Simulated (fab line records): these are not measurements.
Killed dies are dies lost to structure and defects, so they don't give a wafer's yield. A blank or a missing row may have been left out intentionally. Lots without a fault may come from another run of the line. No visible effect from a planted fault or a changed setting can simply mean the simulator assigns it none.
fab line records -- flow nand_harc
[record] lots = 6, wafers = 18, last_day = 29
route steps=1302 shown P_ZERO_WELL@14 END@1302
lots that met no fault: taken from a fault-free run of the same line
start_h: hours from the record's first day to the start of the lot's first wafer shown -- wait_h: time in hours since the lot's previous step -- " identical to the entry in the row above -- L1.1+2: one row covering several wafers at once -- - no value, or no start was given -- * or withheld: withheld -- < > ~ a bound
route shown NAME@n: a module of which the file shows steps, and the number in the route of the first -- usual: the fault-free wafers' mean and standard deviation -- same: alike in all rows -- chamber/n: place in a boat -- sites: the reading at each site -- _std_site: how widely they spread, as a standard deviation -- _edge_site: the outer-site mean with the inner-site mean subtracted -- radius_mm: for every site, how far away it sits from the centre of the wafer -- mask NAME#n: copy n -- behind: tool/chamber where the wafer was last shaped -- hold: cause of the lot's hold/its duration in hours/its outcome -- device: which transistor (n, p or np) failed to switch -- end of line: tests of these same wafers at the route's end -- a step without rows: its recipe alone -- killed: count of dies lost to structure and defects at first sort (not the wafer's yield) -- map: per-die view of a wafer (x killed, . not killed, _ where there is no die)
set.NAME: the setting as run; set.NAME@STEP: as run at that earlier step -- model.NAME: the simulator's own value behind a step, which no gauge read
lots seen at some steps along the route; tables by step, rows by wafer
services: from which hour (start_h, from the record's first day; less than 0 if before it) a tool's chamber was out of use, for how many hours, and why
[[steps]]
[step NHARC_P_ZERO_WELL_CD_MEAS_11]
[recipe] target_cd_nm = 500, landing_energy_ev = 500
[usual] cd_nm = 498.9/2.6
lot.wafer,tool,chamber,start_h,wait_h,cd_nm
L635.3,cd_sem-02,0,31.24,-,498.9
L635.4,cd_sem-02,0,31.24,-,498.1
L635.6,cd_sem-02,0,31.24,-,496.8
L637.3,cd_sem-01,0,51.24,-,498.5
L637.4,cd_sem-01,0,51.24,-,503.2
L637.6,cd_sem-01,0,51.24,-,499.6
L643.1,cd_sem-02,0,111.25,-,495.1
L643.4,cd_sem-02,0,111.25,-,499.8
L643.6,cd_sem-02,0,111.25,-,497.7
L644.4,cd_sem-01,0,121.14,-,501.3
L644.5,cd_sem-01,0,121.14,-,502.4
L644.6,cd_sem-01,0,121.14,-,498.6
L645.2,cd_sem-01,0,131.24,-,503.7
L645.4,cd_sem-01,0,131.24,-,500.6
L645.5,cd_sem-01,0,131.24,-,500.5
L648.1,cd_sem-02,0,161.18,-,500.4
L648.2,cd_sem-02,0,161.18,-,498.9
L648.4,cd_sem-02,0,161.18,-,501.9
[step NHARC_P_ZERO_WELL_HARDBAKE_12]
[recipe] temp_c = 118, time_s = 65
[step NHARC_P_ZERO_WELL_DESCUM_13]
[recipe] time_s = 3, o2_flow_sccm = 200, ar_flow_sccm = 0, bias_power_w = 0, chemistry = O2
[usual] drypump_motor_current_A = 5.6/0.53, o2_flow_sccm = 199.9/0.55, oes_product_au = 1.006/0.01, rf_vpp_V = 57.8/0.83, showerhead_plenum_p_Torr = 1.93/0.042, throttle_valve_pct = 11.312/0.0084
lot.wafer,tool,chamber,start_h,wait_h,drypump_motor_current_A,o2_flow_sccm,oes_product_au,rf_hours_counter_h,rf_vpp_V,showerhead_plenum_p_Torr,throttle_valve_pct
L635.4,rie_diel-07,2,31.40,-,6.2,199.4,0.997,24,59.0,1.91,11.310
L635.3,rie_diel-07,3,31.40,-,4.9,199.4,1.000,25,58.1,1.93,11.319
L635.6,rie_diel-07,1,31.40,-,6.3,200.7,1.019,-,58.2,2.00,11.313
L637.3,rie_diel-13,1,51.41,-,5.7,200.2,1.019,18,56.7,1.89,11.321
L637.4,rie_diel-13,3,51.41,-,6.2,200.6,1.006,20,56.7,1.92,11.312
L637.6,rie_diel-13,2,51.41,-,5.9,200.8,0.998,-,58.2,1.90,11.296
L643.4,rie_diel-07,3,111.41,-,4.9,199.7,0.999,51,57.2,1.92,11.299
L643.1,rie_diel-07,1,111.41,-,6.3,200.6,1.018,48,58.6,1.99,11.323
L643.6,rie_diel-07,2,111.41,-,6.2,200.1,0.993,-,57.4,1.90,11.310
L644.4,rie_diel-01,2,121.30,-,5.2,199.8,1.018,21,59.1,1.94,11.301
L644.6,rie_diel-01,1,121.30,-,4.8,199.3,1.001,-,58.4,1.93,11.313
L644.5,rie_diel-01,2,121.30,-,5.2,200.4,1.026,-,58.0,1.94,11.308
L645.2,rie_diel-07,1,131.40,-,6.2,200.6,1.015,1,56.4,1.99,11.319
L645.4,rie_diel-07,0,131.40,-,5.5,199.4,0.998,1,58.0,2.02,11.303
L645.5,rie_diel-07,2,131.40,-,6.2,199.6,1.004,-,58.2,1.90,11.308
L648.4,rie_diel-07,2,161.33,-,6.2,199.6,0.997,14,57.5,1.89,11.311
L648.1,rie_diel-07,3,161.33,-,4.9,199.2,1.000,10,57.8,1.92,11.304
L648.2,rie_diel-07,1,161.33,-,6.3,200.2,1.016,14,58.1,1.99,11.300
[step NHARC_P_ZERO_WELL_ETCH_65]
[recipe] target_depth_a = 800, overetch_a = 240, time_s = 87.88, ion_energy_ev = 200, n2_flow_sccm = 150, h2_flow_sccm = 150, ar_flow_sccm = 0, rf_w = 400, bias_w = 150, chemistry = N2/H2
[usual] drypump_motor_current_A = 5.7/0.5, oes_product_au = 1.004/0.012, rf_vpp_V = 431.2/1.7, showerhead_plenum_p_Torr = 2.06/0.052, throttle_valve_pct = 14.172/0.0095
lot.wafer,tool,chamber,start_h,wait_h,drypump_motor_current_A,oes_product_au,rf_hours_counter_h,rf_vpp_V,showerhead_plenum_p_Torr,throttle_valve_pct
L635.4,rie_diel-07,0,31.51,0.1,5.6,0.982,28,435.4,2.17,14.159
L635.3,rie_diel-07,2,31.51,0.1,6.2,0.993,24,430.7,2.03,14.172
L635.6,rie_diel-07,0,31.51,0.1,5.5,0.979,-,435.1,2.17,14.178
L637.3,rie_diel-13,1,51.50,0.1,5.7,1.016,18,429.8,2.02,14.170
L637.4,rie_diel-13,2,51.50,0.1,5.9,0.985,20,430.7,2.02,14.162
L637.6,rie_diel-13,0,51.50,0.1,5.4,1.005,-,433.0,2.10,14.176
L643.4,rie_diel-07,0,111.49,0.1,5.5,0.998,53,434.3,2.16,14.158
L643.1,rie_diel-07,3,111.49,0.1,5.0,1.008,51,430.8,2.05,14.151
L643.6,rie_diel-07,0,111.49,0.1,5.5,0.996,-,433.4,2.16,14.162
L644.4,rie_diel-01,0,121.43,0.1,6.3,1.036,29,429.0,2.00,14.177
L644.5,rie_diel-01,3,121.43,0.1,5.6,1.022,-,431.5,2.03,14.179
L644.6,rie_diel-01,0,121.43,0.1,6.3,1.027,-,429.0,2.00,14.195
L645.4,rie_diel-07,3,131.49,0.1,5.0,0.993,0,431.6,2.05,14.168
L645.2,rie_diel-07,1,131.49,0.1,6.2,1.001,1,433.5,2.13,14.179
L645.5,rie_diel-07,3,131.49,0.1,5.0,0.989,-,432.0,2.05,14.178
L648.1,rie_diel-07,0,161.42,0.1,5.5,0.991,10,434.2,2.16,14.172
L648.4,rie_diel-07,2,161.42,0.1,6.2,0.996,14,430.4,2.02,14.174
L648.2,rie_diel-07,3,161.42,0.1,5.0,0.999,10,431.2,2.05,14.172
[step NHARC_P_ZERO_WELL_ETCH_62]
[recipe] target_depth_a = 130, time_s = 6.5, chf3_flow_sccm = 50, ar_flow_sccm = 200, rf_w = 500, bias_w = 200, chemistry = CHF3/Ar
[usual] drypump_motor_current_A = 5.7/0.52, oes_product_au = 0.967/0.016, rf_vpp_V = 371.0/1.4, showerhead_plenum_p_Torr = 2.36/0.051, throttle_valve_pct = 20.217/0.0091
lot.wafer,tool,chamber,start_h,wait_h,drypump_motor_current_A,oes_product_au,rf_hours_counter_h,rf_vpp_V,showerhead_plenum_p_Torr,throttle_valve_pct
L635.4,rie_diel-07,2,-,-,6.2,0.954,24,370.8,2.34,20.231
L635.3,rie_diel-07,0,-,-,5.5,0.935,28,373.2,2.48,20.216
L635.6,rie_diel-07,2,-,-,6.2,0.943,-,371.3,2.34,20.225
L637.3,rie_diel-13,3,-,-,6.2,0.990,20,370.6,2.35,20.197
L637.4,rie_diel-13,1,-,-,5.7,0.981,18,369.5,2.32,20.215
L637.6,rie_diel-13,0,-,-,5.4,0.986,-,372.3,2.41,20.204
L643.4,rie_diel-07,0,-,-,5.5,0.964,54,373.3,2.47,20.217
L643.1,rie_diel-07,2,-,-,6.2,0.955,55,369.3,2.33,20.212
L643.6,rie_diel-07,1,-,-,6.3,1.000,-,372.2,2.44,20.221
L644.4,rie_diel-01,0,-,-,6.3,0.972,29,369.5,2.30,20.226
L644.5,rie_diel-01,3,-,-,5.6,0.964,-,372.0,2.34,20.225
L644.6,rie_diel-01,0,-,-,6.3,0.968,-,370.3,2.30,20.212
L645.4,rie_diel-07,2,-,-,6.2,0.947,1,370.3,2.33,20.227
L645.2,rie_diel-07,3,-,-,5.0,0.957,1,371.5,2.36,20.222
L645.5,rie_diel-07,0,-,-,5.6,0.974,-,373.8,2.47,20.198
L648.1,rie_diel-07,2,-,-,6.2,0.965,14,369.3,2.32,20.230
L648.2,rie_diel-07,3,-,-,5.0,0.955,10,371.2,2.35,20.216
L648.4,rie_diel-07,1,-,-,6.2,0.988,14,374.4,2.43,20.216
[step NHARC_P_ZERO_WELL_ETCH_63]
[recipe] target_depth_a = 1200, time_s = 40.1, hbr_flow_sccm = 150, cl2_flow_sccm = 50, rf_w = 400, icp_w = 400, bias_w = 100, chemistry = HBr/Cl2
[usual] drypump_motor_current_A = 5.6/0.4, oes_product_au = 1.000/0.013, throttle_valve_pct = 26.405/0.0083
lot.wafer,tool,chamber,start_h,wait_h,drypump_motor_current_A,oes_product_au,rf_hours_counter_h,throttle_valve_pct
L635.4,rie_si-04,1,31.71,-,6.1,0.992,0.23,26.397
L635.3,rie_si-04,0,31.71,-,5.8,0.996,0.19,26.404
L635.6,rie_si-04,2,31.71,-,5.6,0.997,-,26.400
L637.3,rie_si-04,2,51.78,-,5.6,1.011,0.29,26.407
L637.6,rie_si-04,3,51.78,-,5.5,0.998,-,26.408
L637.4,rie_si-04,0,51.78,-,5.8,0.991,-,26.411
L643.4,rie_si-02,1,111.66,-,5.5,0.983,0.00,26.411
L643.1,rie_si-02,2,111.66,-,5.9,1.016,0.00,26.399
L643.6,rie_si-02,2,111.66,-,5.9,1.025,-,26.395
L644.4,rie_si-02,3,121.63,-,5.1,1.006,0.05,26.410
L644.5,rie_si-02,1,121.63,-,5.5,0.986,-,26.399
L644.6,rie_si-02,2,121.63,-,5.9,1.025,-,26.397
L645.4,rie_si-02,2,131.65,-,5.9,1.015,0.16,26.395
L645.2,rie_si-02,1,131.65,-,5.5,0.989,0.14,26.405
L645.5,rie_si-02,2,131.65,-,5.9,1.030,-,26.417
L648.2,rie_si-02,2,161.60,-,5.9,1.033,0.37,26.415
L648.4,rie_si-02,3,161.60,-,5.1,1.007,0.30,26.405
L648.1,rie_si-02,0,161.60,-,5.2,1.002,0.23,26.415
[step NHARC_P_ZERO_WELL_STRIP_15]
[recipe] time_s = 900, temp_c = 130, chemistry = SPM
[step NHARC_P_ZERO_WELL_DEHYDRATE_16]
[recipe] temp_c = 150, time_s = 120
[step NHARC_P_ZERO_WELL_HMDS_17]
[recipe] time_s = 30
[step NHARC_P_ZERO_WELL_COAT_18]
[recipe] spin_rpm = withheld
[step NHARC_P_ZERO_WELL_SOFTBAKE_19]
[recipe] temp_c = 122, time_s = 95
[step NHARC_P_ZERO_WELL_EBR_20]
[step NHARC_P_ZERO_WELL_EXPOSE_21]
[recipe] na = 0.6, target_cd_nm = 720, dose_mj = 22.31, mask_id = P_NWELL
[usual] exposure_dose_mJ_cm2 = 22.308/0.02
lot.wafer,tool,chamber,start_h,wait_h,mask,exposure_dose_mJ_cm2
L635.3,krf_scanner-01,0,32.37,-,P_NWELL#0,22.280
L635.4,krf_scanner-01,0,32.37,-,P_NWELL#0,22.309
L635.6,krf_scanner-01,0,32.37,-,P_NWELL#0,22.288
L637.3,krf_scanner-01,0,52.43,-,P_NWELL#0,22.330
L637.4,krf_scanner-01,0,52.43,-,P_NWELL#0,22.301
L637.6,krf_scanner-01,0,52.43,-,P_NWELL#0,22.280
L643.1,krf_scanner-03,0,112.43,-,P_NWELL#0,18.788
L643.4,krf_scanner-03,0,112.43,-,P_NWELL#0,18.787
L643.6,krf_scanner-03,0,112.43,-,P_NWELL#0,18.787
L644.4,krf_scanner-04,0,122.39,-,P_NWELL#0,22.336
L644.5,krf_scanner-04,0,122.39,-,P_NWELL#0,22.354
L644.6,krf_scanner-04,0,122.39,-,P_NWELL#0,22.342
L645.2,krf_scanner-03,0,132.43,-,P_NWELL#0,18.772
L645.4,krf_scanner-03,0,132.43,-,P_NWELL#0,18.767
L645.5,krf_scanner-03,0,132.43,-,P_NWELL#0,18.777
L648.1,krf_scanner-04,0,162.41,-,P_NWELL#0,22.334
L648.2,krf_scanner-04,0,162.41,-,P_NWELL#0,22.308
L648.4,krf_scanner-04,0,162.41,-,P_NWELL#0,22.298
[step NHARC_P_ZERO_WELL_PEB_22]
[recipe] peb_temp_c = 118, peb_time_s = 85
[step NHARC_P_ZERO_WELL_DEVELOP_23]
[recipe] time_s = 70
[step NHARC_P_ZERO_WELL_CD_MEAS_24]
[recipe] target_cd_nm = 720, landing_energy_ev = 500
[usual] cd_nm = 719.8/1.7
lot.wafer,tool,chamber,start_h,wait_h,cd_nm
L635.3,cd_sem-02,0,32.52,-,717.9
L635.4,cd_sem-02,0,32.52,-,720.6
L635.6,cd_sem-02,0,32.52,-,721.9
L637.3,cd_sem-01,0,52.58,-,719.2
L637.4,cd_sem-01,0,52.58,-,721.4
L637.6,cd_sem-01,0,52.58,-,718.2
L643.1,cd_sem-01,0,112.58,-,688.8
L643.4,cd_sem-01,0,112.58,-,689.3
L643.6,cd_sem-01,0,112.58,-,691.2
L644.4,cd_sem-02,0,122.54,-,721.4
L644.5,cd_sem-02,0,122.54,-,719.6
L644.6,cd_sem-02,0,122.54,-,717.2
L645.2,cd_sem-01,0,132.60,-,689.9
L645.4,cd_sem-01,0,132.60,-,689.4
L645.5,cd_sem-01,0,132.60,-,691.6
L648.1,cd_sem-01,0,162.57,-,718.7
L648.2,cd_sem-01,0,162.57,-,716.8
L648.4,cd_sem-01,0,162.57,-,716.4
[step NHARC_P_ZERO_WELL_HARDBAKE_25]
[recipe] temp_c = 125, time_s = 80
[step NHARC_P_ZERO_WELL_DESCUM_26]
[recipe] time_s = 3, o2_flow_sccm = 200, ar_flow_sccm = 0, bias_power_w = 0, chemistry = O2
[usual] drypump_motor_current_A = 5.7/0.49, o2_flow_sccm = 200.0/0.56, oes_product_au = 1.005/0.011, rf_vpp_V = 57.9/0.85, showerhead_plenum_p_Torr = 1.93/0.045, throttle_valve_pct = 11.312/0.0088
lot.wafer,tool,chamber,start_h,wait_h,drypump_motor_current_A,o2_flow_sccm,oes_product_au,rf_hours_counter_h,rf_vpp_V,showerhead_plenum_p_Torr,throttle_valve_pct,model.P_ZERO_WELL.cd_nm
L635.3,rie_diel-07,0,32.86,-,5.6,199.4,0.992,29,58.1,2.03,11.309,717.8
L635.4,rie_diel-07,3,32.86,-,4.9,200.2,1.007,26,58.0,1.93,11.302,721.4
L635.6,rie_diel-07,1,32.86,-,6.2,199.8,1.018,-,60.0,2.00,11.325,722.1
L637.4,rie_diel-13,3,52.77,-,6.3,199.5,1.010,21,58.2,1.92,11.303,721.7
L637.3,rie_diel-13,0,52.77,-,5.3,199.6,1.013,19,57.7,1.97,11.317,719.6
L637.6,rie_diel-13,1,52.77,-,5.7,199.8,1.007,-,57.6,1.89,11.309,717.7
L643.1,rie_diel-13,3,112.76,-,6.2,199.8,1.020,38,57.8,1.91,11.317,688.4
L643.4,rie_diel-13,1,112.76,-,5.7,200.3,1.000,-,58.7,1.89,11.303,689.3
L643.6,rie_diel-13,0,112.76,-,5.4,199.4,1.013,-,58.5,1.96,11.313,691.6
L644.4,rie_diel-01,3,122.81,-,5.6,199.7,1.013,28,57.7,1.91,11.313,721.3
L644.6,rie_diel-01,2,122.81,-,5.3,200.4,1.015,-,56.5,1.94,11.300,716.9
L644.5,rie_diel-01,3,122.81,-,5.6,199.2,1.021,-,56.6,1.91,11.316,719.4
L645.4,rie_diel-01,1,132.75,-,4.8,199.5,0.996,28,59.5,1.93,11.295,690.4
L645.2,rie_diel-01,0,132.75,-,6.3,199.4,1.027,32,59.6,1.87,11.313,690.2
L645.5,rie_diel-01,1,132.75,-,4.8,200.3,1.002,-,56.9,1.93,11.324,692.7
L648.1,rie_diel-13,3,162.75,-,6.3,200.3,1.019,58,56.8,1.91,11.311,718.6
L648.2,rie_diel-13,0,162.75,-,5.3,200.7,1.011,60,57.9,1.95,11.305,717.8
L648.4,rie_diel-13,1,162.75,-,5.7,198.9,1.006,55,58.6,1.88,11.309,716.6
[step NHARC_P_ZERO_WELL_IMPLANT_27]
[recipe] energy_kev = 600, dose_cm2 = 1e+13, tilt_deg = 7
[step NHARC_END_SORT_01]
[recipe] temp_c = 25
[usual] killed_at_array = 55/17, killed_at_other = 0.9/1.2, killed_at_periphery = 3.7/2.5, killed_dies = 59/18, killed_open = 3.4/1.9, killed_short = 2.6/1.6
[same] gross_dies = 677
lot.wafer,tool,chamber,start_h,wait_h,killed_at_array,killed_at_other,killed_at_periphery,killed_dies,killed_open,killed_short
L643.4,prober-01,0,667.84,3.4,73,3,6,82,3,6
L648.2,prober-01,0,705.72,2.8,43,0,5,48,3,2
// killed by level:class
L643.4 A_SLIT:chamber_film_flake=29 A_CHANNEL_HOLE_D1:chamber_film_flake=28 P_BONDPAD:chamber_film_flake=4 A_STAIRCASE:chamber_film_flake=4 A_SOURCE_PLATE:geometric_particle:open=2 A_ZERO_WELL:chamber_film_flake=2 A_CHANNEL_HOLE_D2:chamber_film_flake=2 THIN_TSV:chamber_film_flake=2
L648.2 A_CHANNEL_HOLE_D1:chamber_film_flake=27 A_CONTACT:chamber_film_flake=5 A_STAIRCASE:chamber_film_flake=4 P_CONTACT:chamber_film_flake=3 A_SLIT:chamber_film_flake=2 P_CONTACT:geometric_particle:open=1 P_M0:geometric_particle:open=1 A_ONON_D2:geometric_particle:short=1
[[services]]
tool,chamber,start_h,hours,kind
krf_scanner-04,-,10.00,4.0,pm
rie_diel-07,0,23.59,-,clean
rie_diel-07,1,23.59,-,clean
rie_diel-07,2,23.59,-,clean
rie_diel-07,3,23.59,-,clean
rie_diel-01,-,28.95,9.0,pm
krf_scanner-01,-,31.20,0.7,repair
krf_scanner-03,-,47.83,1.1,repair
rie_diel-07,0,48.09,-,clean
rie_diel-07,1,48.09,-,clean
rie_diel-07,2,48.09,-,clean
rie_diel-07,3,48.09,-,clean
krf_scanner-04,-,48.81,7.1,repair
rie_si-04,1,49.74,8.6,repair
krf_scanner-03,-,52.00,4.0,pm
rie_diel-01,2,75.52,6.1,repair
rie_diel-13,3,85.11,2.9,repair
rie_diel-07,3,92.05,14.3,repair
krf_scanner-03,-,99.35,0.7,repair
rie_si-02,-,100.02,9.0,pm
rie_diel-13,2,111.26,14.2,repair
rie_diel-07,-,117.20,9.0,pm
krf_scanner-01,-,140.00,4.0,pm
krf_scanner-03,-,156.04,1.1,repair
[[key]]
[first_sign] step = NHARC_P_ZERO_WELL_EXPOSE_21, reading = exposure_dose_mJ_cm2, direction = down, sigmas = 99+, usual = 22.308, struck = 18.780
[effect] step = NHARC_P_ZERO_WELL_CD_MEAS_24, reading = cd_nm, direction = down, sigmas = 18, usual = 719.8, struck = 690.0
[model_effect] step = NHARC_P_ZERO_WELL_DESCUM_26, value = P_ZERO_WELL.cd_nm, without = 719.8, struck = 690.4
met_at NHARC_P_ZERO_WELL_EXPOSE_21
struck_wafers L643.1,L643.4,L643.6,L645.2,L645.4,L645.5
tester_left_out L643,L645
[fault] kind = process_parameter_drift, tool = krf_scanner-03, chamber = -, onset_h = 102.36, steps = NHARC_P_ZERO_WELL_EXPOSE_21, channel = dose_mj, offset = -3.5171, shape = step, acts_in = these_recipes_only, stated = 22.31
// tester_left_out: of these lots the tester's yield and bins aren't shown, on N5 and GAA mostly nor the transistor test; their killed dies are dies lost to structure and defects alone, not to doping, threshold or leakage, so they don't give the yield
